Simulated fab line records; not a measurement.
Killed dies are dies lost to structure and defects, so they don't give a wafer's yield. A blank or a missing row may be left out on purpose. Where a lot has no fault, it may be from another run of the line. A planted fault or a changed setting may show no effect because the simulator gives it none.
Which tool is to blame? | flow nand_harc | Sampling: 15 lots, 45 wafers, 5 of 1302 route steps

WHAT THE GAUGES SHOWED, per wafer
NHARC_P_CONTACT_CD_MEAS_12 targets a cd of 90 nm. Usual: cd_nm 90.0 nm, standard deviation 0.44.
lot  | measured     | on        | cd_nm (nm)        | flag
L525 | day 5 21:44  | cd_sem-03 | 89.4 90.2 89.7    |
L527 | day 6 11:37  | cd_sem-03 | 89.2 89.7 90.1    |
L528 | day 6 22:11  | cd_sem-01 | 89.8 90.3 89.7    |
L529 | day 7 12:26  | cd_sem-01 | 90.3 89.8 89.2    |
L530 | day 7 19:41  | cd_sem-01 | 90.2 89.8 90.1    |
L531 | day 8 06:54  | cd_sem-02 | 89.5 89.5 90.3    |
L532 | day 8 21:58  | cd_sem-03 | 90.2 90.3 89.6    |
L533 | day 9 20:14  | cd_sem-01 | 90.7 90.7 89.9    |
L535 | day 9 21:39  | cd_sem-01 | 89.5 90.2 90.0    |
L540 | day 11 23:50 | cd_sem-02 | 105.8 104.9 105.2 | OFF
L542 | day 12 22:19 | cd_sem-03 | 102.6 102.3 102.3 | OFF
L544 | day 13 14:18 | cd_sem-02 | 90.9 90.1 90.3    |
L543 | day 13 14:42 | cd_sem-01 | 100.3 100.4 100.8 | OFF
L548 | day 15 11:52 | cd_sem-01 | 89.5 89.6 89.5    |
L547 | day 15 12:38 | cd_sem-03 | 90.1 90.7 90.2    |

WHICH TOOL RAN EACH LOT (tool, then ch and the chambers of the sampled wafers, then the start)
lot  | NHARC_P_GATE_DESCUM_93             | NHARC_P_GATE_RTA_82              | NHARC_P_CONTACT_DEP_30          | NHARC_P_CONTACT_EXPOSE_09
L525 | rie_diel-12 ch 0,3, day 5 17:13    | rtp_anneal-02 ch 0, day 5 19:56  | pecvd-04 ch 0,1,2, day 5 20:12  | arfi_scanner-02 ch 0, day 5 21:35
L527 | rie_diel-10 ch 1,3, day 6 07:14    | rtp_anneal-01 ch 0, day 6 09:56  | pecvd-01 ch 1,2, day 6 10:14    | arfi_scanner-01 ch 0, day 6 11:29
L528 | rie_diel-10 ch 0,3, day 6 17:49    | rtp_anneal-01 ch 0, day 6 20:32  | pecvd-02 ch 0,1, day 6 20:46    | arfi_scanner-01 ch 0, day 6 22:02
L529 | rie_diel-10 ch 0,2,3, day 7 07:49  | rtp_anneal-01 ch 0, day 7 10:38  | pecvd-01 ch 0,1,2, day 7 10:54  | arfi_scanner-02 ch 0, day 7 12:18
L530 | rie_diel-10 ch 0,2,3, day 7 15:04  | rtp_anneal-01 ch 0, day 7 17:54  | pecvd-04 ch 0,2, day 7 18:11    | arfi_scanner-01 ch 0, day 7 19:32
L531 | rie_diel-10 ch 0,2,3, day 8 01:49  | rtp_anneal-02 ch 0, day 8 05:07  | pecvd-04 ch 1,2, day 8 05:26    | arfi_scanner-03 ch 0, day 8 06:46
L532 | rie_diel-02 ch 1,3, day 8 17:23    | rtp_anneal-02 ch 0, day 8 20:10  | pecvd-04 ch 0,2, day 8 20:25    | arfi_scanner-02 ch 0, day 8 21:49
L533 | rie_diel-12 ch 0,1,2, day 9 15:49  | rtp_anneal-02 ch 0, day 9 18:35  | pecvd-04 ch 0,1,2, day 9 18:49  | arfi_scanner-02 ch 0, day 9 20:07
L535 | rie_diel-02 ch 2,3, day 9 17:07    | rtp_anneal-01 ch 0, day 9 19:54  | pecvd-02 ch 0,1,2, day 9 20:07  | arfi_scanner-01 ch 0, day 9 21:31
L540 | rie_diel-10 ch 1,2, day 11 19:17   | rtp_anneal-02 ch 0, day 11 22:10 | pecvd-01 ch 1,2, day 11 22:28   | arfi_scanner-03 ch 0, day 11 23:42
L542 | rie_diel-12 ch 1,3, day 12 17:43   | rtp_anneal-02 ch 0, day 12 20:26 | pecvd-04 ch 0,2, day 12 20:47   | arfi_scanner-03 ch 0, day 12 22:10
L544 | rie_diel-12 ch 0,1,3, day 13 09:33 | rtp_anneal-01 ch 0, day 13 12:29 | pecvd-01 ch 0,1, day 13 12:45   | arfi_scanner-01 ch 0, day 13 14:10
L543 | rie_diel-02 ch 0,1,2, day 13 09:59 | rtp_anneal-01 ch 0, day 13 12:59 | pecvd-04 ch 0,1,2, day 13 13:16 | arfi_scanner-03 ch 0, day 13 14:34
L548 | rie_diel-10 ch 2,3, day 15 07:07   | rtp_anneal-02 ch 0, day 15 10:05 | pecvd-01 ch 0,1,2, day 15 10:23 | arfi_scanner-02 ch 0, day 15 11:44
L547 | rie_diel-02 ch 0,2, day 15 08:02   | rtp_anneal-02 ch 0, day 15 10:52 | pecvd-04 ch 0,1,2, day 15 11:11 | arfi_scanner-01 ch 0, day 15 12:30
- NHARC_P_GATE_DESCUM_93: chemistry O2, time 3 s.
- NHARC_P_GATE_RTA_82: time 30 s.
- NHARC_P_CONTACT_DEP_30: deposits SiNx, target thk 30 nm.
- NHARC_P_CONTACT_EXPOSE_09: exposes mask P CA, target cd 90 nm.

WHAT THE TOOLS THEMSELVES READ (means of the sampled wafers that have a number; where no wafer has one, the mark that the record gives instead)
NHARC_P_GATE_DESCUM_93. Usual: chamber_pressure_mTorr 60.00 mTorr, standard deviation 0.055; drypump_motor_current_A 5.59 A, standard deviation 0.29; oes_product_au 1.001 a.u., standard deviation 0.0075; rf_vpp_V 57.8 V, standard deviation 0.92; showerhead_plenum_p_Torr 1.92 Torr, standard deviation 0.081; throttle_valve_pct 11.312 %, standard deviation 0.009.
lot  | tool        | chamber_pressure_mTorr (mTorr) | drypump_motor_current_A (A) | oes_product_au (a.u.) | rf_vpp_V (V) | showerhead_plenum_p_Torr (Torr) | throttle_valve_pct (%) | flag
L525 | rie_diel-12 | 59.99                          | 5.28                        | 1.007                 | 58.3         | 2.02                            | 11.306                 |
L527 | rie_diel-10 | 59.99                          | 5.68                        | 0.998                 | 57.4         | 1.82                            | 11.318                 |
L528 | rie_diel-10 | 59.99                          | 5.85                        | 1.002                 | 57.9         | 1.91                            | 11.308                 |
L529 | rie_diel-10 | 59.96                          | 5.64                        | 1.001                 | 57.5         | 1.90                            | 11.309                 |
L530 | rie_diel-10 | 60.02                          | 5.61                        | 1.001                 | 57.8         | 1.89                            | 11.309                 |
L531 | rie_diel-10 | 60.04                          | 5.63                        | 0.997                 | 57.8         | 1.89                            | 11.310                 |
L532 | rie_diel-02 | 60.00                          | 5.46                        | 0.999                 | 57.3         | 1.99                            | 11.323                 |
L533 | rie_diel-12 | 60.02                          | 5.57                        | 1.006                 | 58.8         | 1.97                            | 11.312                 |
L535 | rie_diel-02 | 60.02                          | 5.63                        | 1.000                 | 57.3         | 1.86                            | 11.309                 |
L540 | rie_diel-10 | 60.02                          | 5.52                        | 0.998                 | 57.8         | 1.89                            | 11.316                 |
L542 | rie_diel-12 | 59.97                          | 5.80                        | 0.994                 | 57.9         | 1.97                            | 11.309                 |
L544 | rie_diel-12 | 60.00                          | 5.54                        | 1.002                 | 58.6         | 1.99                            | 11.318                 |
L543 | rie_diel-02 | 59.91                          | 5.66                        | 1.012                 | 57.4         | 1.92                            | 11.310                 |
L548 | rie_diel-10 | 60.05                          | 5.41                        | 1.007                 | 57.0         | 1.87                            | 11.318                 |
L547 | rie_diel-02 | 59.98                          | 5.76                        | 1.008                 | 57.4         | 1.86                            | 11.315                 |

NHARC_P_GATE_RTA_82. Usual: lamp_power_pct 3.97 %, standard deviation 0.058; wafer_temp_C_max 452.4, standard deviation 0.92.
lot  | tool          | lamp_power_pct (%) | wafer_temp_C_max | flag
L525 | rtp_anneal-02 | 3.93               | 451.7            |
L527 | rtp_anneal-01 | 4.05               | 453.1            |
L528 | rtp_anneal-01 | 4.05               | 453.4            |
L529 | rtp_anneal-01 | 4.05               | 453.3            |
L530 | rtp_anneal-01 | 4.05               | 453.9            |
L531 | rtp_anneal-02 | 3.92               | 451.6            |
L532 | rtp_anneal-02 | 3.93               | 451.8            |
L533 | rtp_anneal-02 | 3.93               | 451.4            |
L535 | rtp_anneal-01 | 4.05               | 453.0            |
L540 | rtp_anneal-02 | 3.92               | 452.0            |
L542 | rtp_anneal-02 | 3.92               | 451.8            |
L544 | rtp_anneal-01 | 4.05               | 453.3            |
L543 | rtp_anneal-01 | 4.04               | 453.7            |
L548 | rtp_anneal-02 | 3.93               | 451.9            |
L547 | rtp_anneal-02 | 3.92               | 451.5            |

NHARC_P_CONTACT_DEP_30. Usual: heater_power_w 710 W, standard deviation 87.
lot  | tool     | heater_power_w (W) | flag
L525 | pecvd-04 | 701                |
L527 | pecvd-01 | 727                |
L528 | pecvd-02 | 772                |
L529 | pecvd-01 | 681                |
L530 | pecvd-04 | 739                |
L531 | pecvd-04 | 823                |
L532 | pecvd-04 | 784                |
L533 | pecvd-04 | 726                |
L535 | pecvd-02 | 693                |
L540 | pecvd-01 | 765                |
L542 | pecvd-04 | 734                |
L544 | pecvd-01 | 691                |
L543 | pecvd-04 | 766                |
L548 | pecvd-01 | 702                |
L547 | pecvd-04 | 750                |

NHARC_P_CONTACT_EXPOSE_09. Usual: exposure_dose_mJ_cm2 81.22, standard deviation 0.11; focus_offset_nm 0.0 nm, standard deviation 0.55.
lot  | tool            | exposure_dose_mJ_cm2 | focus_offset_nm (nm) | flag
L525 | arfi_scanner-02 | 81.19                | -0.4                 |
L527 | arfi_scanner-01 | 81.30                | 0.0                  |
L528 | arfi_scanner-01 | 81.30                | -0.0                 |
L529 | arfi_scanner-02 | 81.17                | -0.1                 |
L530 | arfi_scanner-01 | 81.14                | 0.0                  |
L531 | arfi_scanner-03 | 81.17                | 0.8                  |
L532 | arfi_scanner-02 | 81.07                | 0.2                  |
L533 | arfi_scanner-02 | 81.05                | -0.8                 |
L535 | arfi_scanner-01 | 81.35                | 0.5                  |
L540 | arfi_scanner-03 | 103.86               | 0.6                  | OFF
L542 | arfi_scanner-03 | 99.27                | 0.1                  | OFF
L544 | arfi_scanner-01 | 81.10                | 0.5                  |
L543 | arfi_scanner-03 | 95.78                | -0.2                 | OFF
L548 | arfi_scanner-02 | 81.08                | -0.1                 |
L547 | arfi_scanner-01 | 81.36                | -0.5                 |

THE ANSWER, worked out from the rows above alone
Rule: a lot counts as off when the mean over its wafers that have a number is more than 3 standard deviations away from the usual mean. A lot without any number at a reading at which 4 lots or more have one is off too. The other lots that the step has rows for count as sound. After the gauges, taken in route order, come the tools' own readings; for these a lot's mean is taken, as printed above. The first step at which some lot is off is used, and at that step the reading that is off furthest; a lot without a number counts as furthest.
Off, at NHARC_P_CONTACT_CD_MEAS_12 on cd_nm: L540, L542, L543.
A tool fits if, at a process step before that reading, it ran every lot that is off, and no sound lot after the first of them. The gauges at NHARC_P_CONTACT_CD_MEAS_12 aren't tried: what is off there is off at NHARC_P_CONTACT_EXPOSE_09 too, on other tools, and a gauge's error can't cause that. One fits: NHARC_P_CONTACT_EXPOSE_09 on arfi_scanner-03. Its last sound lot is L531 (day 8 06:46), its first lot that is off L540 (day 11 23:42): a fault that began between those two fits.
On the lots that are off, the tool's own readings at NHARC_P_CONTACT_EXPOSE_09 differ by more than 5 times the standard deviation of the sound lots' means, which bears it out; exposure_dose_mJ_cm2 reads 99.64 there versus 81.19 on the sound lots.

WHAT WAS PUT IN BY THE SIMULATOR
Process parameter drift: arfi_scanner-03, from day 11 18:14 on, at NHARC_P_CONTACT_EXPOSE_09. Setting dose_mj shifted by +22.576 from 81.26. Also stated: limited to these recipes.
Shown lots that were struck: L540, L542, L543. The same result came from the rule above.
